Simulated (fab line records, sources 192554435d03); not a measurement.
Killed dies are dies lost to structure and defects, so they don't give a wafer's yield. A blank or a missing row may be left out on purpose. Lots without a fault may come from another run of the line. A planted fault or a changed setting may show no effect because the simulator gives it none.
fab line records | flow n5_finfet
record lots=9 wafers=27 last_day=17
route steps=1938 shown SD_EPI_P@308 ILD0@340 SDB@356 BEOL_M4@1111
lots that met no fault: from a run of the same line without faults
start_h: hours from the record's first day to the start of the lot's first wafer shown | wait_h: hours since the lot's step before | " the same as in the row above | L1.1+2: a row that stands for several wafers | - no value, or no start given | * or withheld: withheld | < > ~ a bound
route shown NAME@n: a module of which the file shows steps, and the number in the route of the first | usual: mean/standard deviation of fault-free wafers | same: alike in all rows | chamber/n: place in a boat | sites: the reading at each site | _std_site: their standard deviation | _edge_site: outer sites' mean less inner sites' | radius_mm: how far each site lies from the wafer's centre | mask NAME#n: copy n | behind: the tool/chamber that last shaped the wafer | hold: why the lot was held/for how many hours/how that ended | device: the transistor (n, p or np) that didn't switch | end of line: the same wafers' tests at the end of the route | a step without rows: its recipe alone | killed: dies lost to structure and defects at the first sort, not the wafer's yield | map: a wafer's dies, x killed, . not, _ none there
set.NAME: the setting as run; set.NAME@STEP: as run at that earlier step | model.NAME: the simulator's own value behind a step, which no gauge read
steps of the route over a sample of lots; a table a step, a row a wafer
services: from which hour (start_h, from the record's first day; less than 0 if before it) a tool's chamber was out of use, for how many hours, and why
## steps
# step N5_SD_EPI_P_ETCH_37
# recipe chemistry=N2/H2 target=SOC overetch_a=1080 mask_material=SiARC temp_c=40 ion_energy_ev=100 source_w=3000 bias_w=133 pressure_mtorr=20 time_s=486 n2_flow_sccm=200 h2_flow_sccm=200 ends=end_point
# usual drypump_motor_current_A=5.84/0.23 oes_product_au=0.68/0.056 rf_vpp_V=240.2/1.4 showerhead_plenum_p_Torr=2.51/0.091 temp_c=39.98/0.11 throttle_valve_pct=23.96/0.21
# columns lot.wafer tool chamber start_h wait_h drypump_motor_current_A oes_product_au rf_hours_counter_h rf_vpp_V showerhead_plenum_p_Torr temp_c throttle_valve_pct
L912.1 rie_diel-04 1 65.38 0.0 6.00 0.80 43 240.5 2.49 39.89 23.64
L912.2 " 0 " " 5.56 0.68 153 238.3 2.42 40.07 23.97
L912.4 " 3 " " 6.22 0.69 141 240.8 2.55 39.80 24.12
L914.2 rie_diel-04 3 70.66 0.0 6.22 0.69 142 240.2 2.55 40.03 24.12
L914.3 " 0 " " 5.55 0.67 154 238.8 2.42 39.84 23.97
L914.4 " 1 " " 6.03 0.79 44 239.4 2.49 40.21 23.64
L915.1 rie_diel-05 0 77.89 0.0 5.83 0.63 197 240.1 2.52 39.94 24.19
L915.3 " 1 " " 5.67 0.64 212 240.7 2.51 39.82 24.01
L915.5 " 3 " " 6.00 0.69 - 239.1 2.44 39.89 23.62
L916.1 rie_diel-03 2 86.17 0.0 5.72 0.70 121 243.4 2.64 39.99 23.82
L916.2 " 0 " " 6.30 0.67 149 241.7 2.54 39.80 24.13
L916.4 " 1 " " 5.58 0.69 142 239.3 2.45 40.16 24.23
L920.2 rie_diel-05 1 110.18 0.0 5.68 0.63 219 239.4 2.51 39.97 24.02
L920.4 " 0 " " 5.82 0.63 204 240.3 2.51 39.85 24.18
L920.6 " 1 " " 5.70 0.63 - 241.2 2.51 40.11 24.02
L922.2 rie_diel-05 2 121.01 0.0 5.81 0.79 40 243.2 2.70 40.06 24.09
L922.3 " 3 " " 6.02 0.69 133 239.5 2.43 39.92 23.63
L922.6 " 3 " " 6.02 0.68 - 238.4 2.44 39.78 23.63
L923.3 rie_diel-03 3 125.92 0.0 5.79 0.61 237 238.5 2.39 40.03 23.87
L923.4 " 0 " " 6.29 0.66 161 240.3 2.53 39.98 24.14
L923.6 " 1 " " 5.59 0.69 - 239.9 2.45 39.87 24.24
L931.2 rie_diel-03 1 178.23 0.0 5.60 0.67 171 239.0 2.44 40.17 24.28
L931.3 " 0 " " 6.29 0.65 177 241.0 2.53 39.97 24.15
L931.6 " 2 " " 5.73 0.68 - 242.4 2.63 39.93 23.84
L933.1 rie_diel-05 1 186.10 0.0 5.68 0.62 243 239.4 2.50 39.79 24.04
L933.4 " 2 " " 5.82 0.77 57 243.7 2.70 40.10 24.11
L933.5 " 1 " " 5.69 0.62 - 241.7 2.50 39.92 24.05
# step N5_ILD0_CMP_07
# recipe stop_on=poly-Si material=SiO2_flowable t_overpolish_s=1.18 post_cmp_clean=alkaline_brush down_force_psi=4.1491 platen_rpm=51.796 pad_velocity_m_s=1.0306 target_thk_nm=138.88
# usual edge_zone_pressure_frac=1.000/0.0054 motor_current_A=12.8/1.3 pad_life_wafers=1162/600
# columns lot.wafer tool chamber start_h wait_h edge_zone_pressure_frac motor_current_A pad_life_wafers
L912.4 cmp-02 2 72.63 0.1 0.989 15.2 1657
L912.1 " 3 " " 0.997 11.7 1658
L912.2 " 0 " " 0.994 13.3 1659
L914.4 cmp-03 3 77.78 0.0 0.998 13.4 684
L914.2 " 1 " " 1.006 12.6 686
L914.3 " 2 " " 1.001 14.3 687
L915.1 cmp-02 3 85.44 0.0 0.998 11.7 1776
L915.3 " 1 " " 0.999 13.4 1778
L915.5 " 0 " " 1.006 14.6 -
L916.2 cmp-04 0 93.38 0.1 1.007 11.2 1219
L916.4 " 1 " " 0.990 11.8 1220
L916.1 " 2 " " 0.998 12.8 1221
L920.4 cmp-04 2 117.32 0.0 1.002 13.1 1410
L920.2 " 0 " " 1.000 10.9 1412
L920.6 " 2 " " 1.000 13.2 -
L922.3 cmp-04 3 129.10 0.2 1.002 11.7 1525
L922.2 " 0 " " 0.997 10.9 1526
L922.6 " 2 " " 1.007 12.5 -
L923.4 cmp-02 2 133.86 0.1 0.998 15.1 73
L923.3 " 3 " " 1.004 10.8 74
L923.6 " 1 " " 1.007 13.7 -
L931.2 cmp-02 1 186.24 0.0 0.991 14.1 492
L931.3 " 3 " " 0.994 11.7 494
L931.6 " 2 " " 0.998 16.1 -
L933.4 cmp-03 2 193.51 0.0 1.005 14.0 1572
L933.1 " 1 " " 1.001 12.2 1575
L933.5 " 2 " " 1.003 14.1 -
# step N5_ILD0_THK_MEAS_08
# usual thk_nm=139.2/1.2
# columns lot.wafer tool chamber start_h wait_h thk_nm
L912.1 film_metro-02 - 72.89 - 139.0
L912.2 " - " " 138.0
L912.4 " - " " 139.6
L914.2 film_metro-01 - 78.08 - 139.2
L914.3 " - " " 140.4
L914.4 " - " " 140.3
L915.1 film_metro-01 - 85.73 - 138.8
L915.3 " - " " 140.0
L915.5 " - " " 137.4
L916.1 film_metro-02 - 93.64 - 137.6
L916.2 " - " " 139.8
L916.4 " - " " 139.4
L920.2 film_metro-02 - 117.61 - 138.3
L920.4 " - " " 136.2
L920.6 " - " " 137.0
L922.2 film_metro-02 - 129.36 - 138.9
L922.3 " - " " 134.5
L922.6 " - " " 133.9
L923.3 film_metro-01 - 134.12 - 139.1
L923.4 " - " " 141.0
L923.6 " - " " 141.5
L931.2 film_metro-01 - 186.53 - 138.8
L931.3 " - " " 139.2
L931.6 " - " " 141.0
L933.1 film_metro-01 - 193.80 - 139.0
L933.4 " - " " 138.5
L933.5 " - " " 138.6
# step N5_ILD0_CMP_12
# recipe stop_on=poly-Si material=SiNx t_overpolish_s=6 post_cmp_clean=alkaline_brush down_force_psi=2.5 platen_rpm=51.8 pad_velocity_m_s=1.0307 target_thk_nm=17.67
# usual edge_zone_pressure_frac=1.000/0.0051 motor_current_A=9.3/0.83 overpolish_run_s=6.000/0.0091 pad_life_wafers=1256/480 time_to_endpoint_s=29.6/2.7
# columns lot.wafer tool chamber start_h wait_h edge_zone_pressure_frac motor_current_A overpolish_run_s pad_life_wafers time_to_endpoint_s
L912.4 cmp-04 2 75.81 1.1 1.005 9.6 6.005 1116 24.0
L912.1 " 3 " " 1.003 8.7 5.987 1117 27.7
L912.2 " 0 " " 1.002 8.5 5.995 1118 27.5
L914.2 cmp-03 1 81.00 1.1 1.004 9.6 5.982 714 26.5
L914.4 " 3 " " 1.002 9.7 6.003 716 29.4
L914.3 " 0 " " 0.997 9.6 6.013 717 30.2
L915.1 cmp-03 0 89.09 1.2 1.002 10.4 6.007 793 31.9
L915.3 " 1 " " 0.991 9.0 5.993 794 31.2
L915.5 " 0 " " 1.010 9.9 5.990 - 34.1
L916.1 cmp-04 0 96.59 1.2 0.998 8.1 5.990 1249 29.6
L916.2 " 1 " " 1.003 8.7 5.990 1250 33.9
L916.4 " 2 " " 1.002 9.3 5.995 1251 29.1
L920.4 cmp-04 2 120.61 1.2 1.011 9.1 5.997 1442 27.5
L920.2 " 3 " " 1.000 8.5 6.000 1443 29.1
L920.6 " 1 " " 1.001 8.8 5.997 - 32.1
L922.2 cmp-03 1 132.35 1.1 1.004 9.2 5.995 1104 28.7
L922.3 " 3 " " 1.000 9.5 6.001 1106 30.3
L922.6 " 2 " " 0.992 10.8 5.999 - 29.1
L923.3 cmp-03 2 137.04 1.1 1.001 9.7 6.003 1146 28.0
L923.4 " 0 " " 0.997 9.3 5.994 1148 30.0
L923.6 " 3 " " 1.003 9.2 6.002 - 25.5
L931.3 cmp-02 1 189.82 1.2 1.001 9.7 5.994 524 29.0
L931.2 " 2 " " 1.005 10.9 6.005 525 36.5
L931.6 " 0 " " 1.005 9.8 6.002 - 28.6
L933.4 cmp-03 1 196.72 1.1 0.997 9.4 5.997 1614 26.1
L933.1 " 0 " " 1.000 9.3 5.976 1617 30.9
L933.5 " 1 " " 1.002 9.1 5.985 - 26.4
# step N5_SDB_CD_MEAS_11
# recipe target_cd_nm=50 landing_energy_ev=500 detector=se_inlens polarity=opening
# usual cd_nm=50.5/1
# columns lot.wafer tool chamber start_h wait_h cd_nm
L912.1 cd_sem-02 0 76.63 - 51.4
L912.2 " 0 " " 51.0
L912.4 " 0 " " 51.1
L914.2 cd_sem-01 0 81.80 - 51.7
L914.3 " 0 " " 50.7
L914.4 " 0 " " 50.0
L915.1 cd_sem-03 0 89.86 - 50.6
L915.3 " 0 " " 50.3
L915.5 " 0 " " 50.3
L916.1 cd_sem-01 0 97.24 - 50.0
L916.2 " 0 " " 50.1
L916.4 " 0 " " 50.2
L920.2 cd_sem-02 0 121.34 - 51.5
L920.4 " 0 " " 51.5
L920.6 " 0 " " 51.1
L922.2 cd_sem-03 0 133.16 - 50.3
L922.3 " 0 " " 50.6
L922.6 " 0 " " 50.5
L923.3 cd_sem-02 0 137.72 - 52.4
L923.4 " 0 " " 48.9
L923.6 " 0 " " 50.4
L931.2 cd_sem-02 0 190.55 - 50.0
L931.3 " 0 " " 48.0
L931.6 " 0 " " 49.1
L933.1 cd_sem-02 0 197.41 - 50.4
L933.4 " 0 " " 51.9
L933.5 " 0 " " 51.4
# step N5_BEOL_M4_RC_MEAS_101
# usual DIBL_N=36.8/1.5 DIBL_P=37.1/2.1 IOFF_N=0.168/0.03 IOFF_P=0.22/0.034 ION_N=679/12 ION_P=466/8 SS_N=71.7/0.58 SS_P=73.5/0.67 VT_N=248.8/2.7 VT_P=-250/3.3
# columns lot.wafer tool chamber start_h wait_h DIBL_N[mV/V] DIBL_P[mV/V] IOFF_N[nA/um] IOFF_P[nA/um] ION_N[uA/um] ION_P[uA/um] SS_N[mV/dec] SS_P[mV/dec] VT_N[mV] VT_P[mV]
L912.1 prober-01 0 170.64 0.0 37.6 39.4 0.203 0.29 694 475 71.2 74.3 245.8 -247
L912.2 " 0 " " 37.3 37.8 0.181 0.25 679 466 71.3 73.5 249.1 -248
L912.4 " 0 " " 38.0 39.2 0.197 0.28 679 470 71.7 74.9 247.4 -246
L915.1 prober-02 0 179.56 0.0 36.4 37.5 0.165 0.22 677 468 71.8 72.7 247.4 -253
L915.3 " 0 " " 38.7 40.5 0.200 0.27 687 468 72.6 74.0 246.2 -247
L915.5 " 0 " " 36.0 37.8 0.152 0.23 679 468 71.0 72.7 251.6 -246
L914.2 prober-02 0 181.93 0.2 36.8 36.8 0.162 0.26 690 482 71.3 73.5 248.8 -246
L914.3 " 0 " " 37.9 38.8 0.184 0.29 689 479 71.8 74.2 249.6 -242
L914.4 " 0 " " 37.9 37.6 0.190 0.26 704 486 71.9 73.5 246.3 -246
L916.1 prober-01 0 185.76 0.0 37.7 38.3 0.187 0.26 678 467 72.6 74.2 247.7 -246
L916.2 " 0 " " 39.2 37.7 0.213 0.24 680 460 72.9 73.9 248.0 -247
L916.4 " 0 " " 34.7 33.1 0.126 0.17 667 458 71.5 73.1 252.7 -252
L920.2 prober-01 0 209.36 0.2 38.6 40.4 0.222 0.23 688 457 71.9 74.1 245.8 -253
L920.4 " 0 " " 35.1 36.2 0.148 0.16 680 458 70.8 72.7 249.5 -257
L920.6 " 0 " " 37.7 38.2 0.178 0.20 673 457 72.5 73.5 249.2 -254
L922.2 prober-01 0 237.39 0.2 35.2 34.7 0.149 0.19 680 466 71.2 73.7 248.8 -253
L922.3 " 0 " " 34.9 33.7 0.131 0.18 663 459 71.7 73.0 252.6 -254
L922.6 " 0 " " 33.5 31.6 0.115 0.15 658 449 71.1 72.5 254.1 -255
L923.3 prober-02 0 240.63 0.3 37.1 39.3 0.176 0.24 677 463 72.4 73.6 250.6 -246
L923.4 " 0 " " 36.8 40.2 0.175 0.27 670 463 72.5 74.6 249.6 -246
L923.6 " 0 " " 37.4 40.5 0.181 0.27 674 466 72.5 74.3 247.8 -246
L931.2 prober-02 0 294.62 0.2 38.9 37.8 0.177 0.19 678 460 72.3 73.9 247.2 -256
L931.3 " 0 " " 36.8 35.5 0.135 0.17 675 459 70.8 73.3 254.0 -256
L931.6 " 0 " " 38.6 36.7 0.174 0.18 683 462 72.4 73.7 249.3 -257
L933.1 prober-02 0 296.59 0.0 33.4 33.0 0.126 0.19 679 469 71.3 72.9 252.8 -251
L933.4 " 0 " " 34.7 34.8 0.147 0.22 681 472 71.5 73.4 252.4 -247
L933.5 " 0 " " 36.5 36.2 0.164 0.26 678 474 72.4 73.0 248.7 -246
## services
# columns tool chamber start_h hours kind
cmp-03 - 53.04 2.5 repair
cmp-02 - 56.46 4.9 pm
cmp-04 - 57.14 1.3 repair
cmp-04 - 58.80 6.5 pm
cmp-02 - 61.37 7.6 pm
cmp-03 - 69.28 5.2 pm
cmp-04 - 79.04 5.5 pm
rie_diel-05 - 97.29 2.8 pm
cmp-04 - 111.90 1.4 repair
cmp-02 - 123.18 4.0 pm
cmp-03 - 127.15 1.9 repair
cmp-02 - 127.18 - consumable_replace:conditioner
cmp-02 - 127.18 - consumable_replace:pad
rie_diel-05 2 156.09 5.9 repair
rie_diel-03 - 158.81 0.4 repair
rie_diel-04 2 166.33 - clean
rie_diel-04 2 166.33 - consumable_replace:esc
rie_diel-04 2 166.33 - consumable_replace:focus_ring
rie_diel-03 3 173.66 - clean
rie_diel-03 3 173.66 - consumable_replace:focus_ring
rie_diel-03 3 173.66 - consumable_replace:showerhead
rie_diel-03 3 173.66 21.4 scheduled_down
rie_diel-03 3 173.66 21.4 vent_cycle
cmp-04 - 192.99 4.0 pm
## key
first_sign step=N5_ILD0_THK_MEAS_08 reading=thk_nm direction=down sigmas=4.3 usual=* struck=*
effect none on later readings
met_at N5_ILD0_CMP_07
struck_lots L922
struck_wafers L922.3,L922.6
not_acting_at N5_SD_EPI_P_ETCH_37,N5_ILD0_CMP_12,N5_SDB_CD_MEAS_11
onset_between 117.32 129.10
fault kind=process_parameter_drift tool=cmp-04 chamber=- onset_h=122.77 steps=N5_ILD0_CMP_07 channel=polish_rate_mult offset=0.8 shape=step end_h=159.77 scope=struck_wafers_only
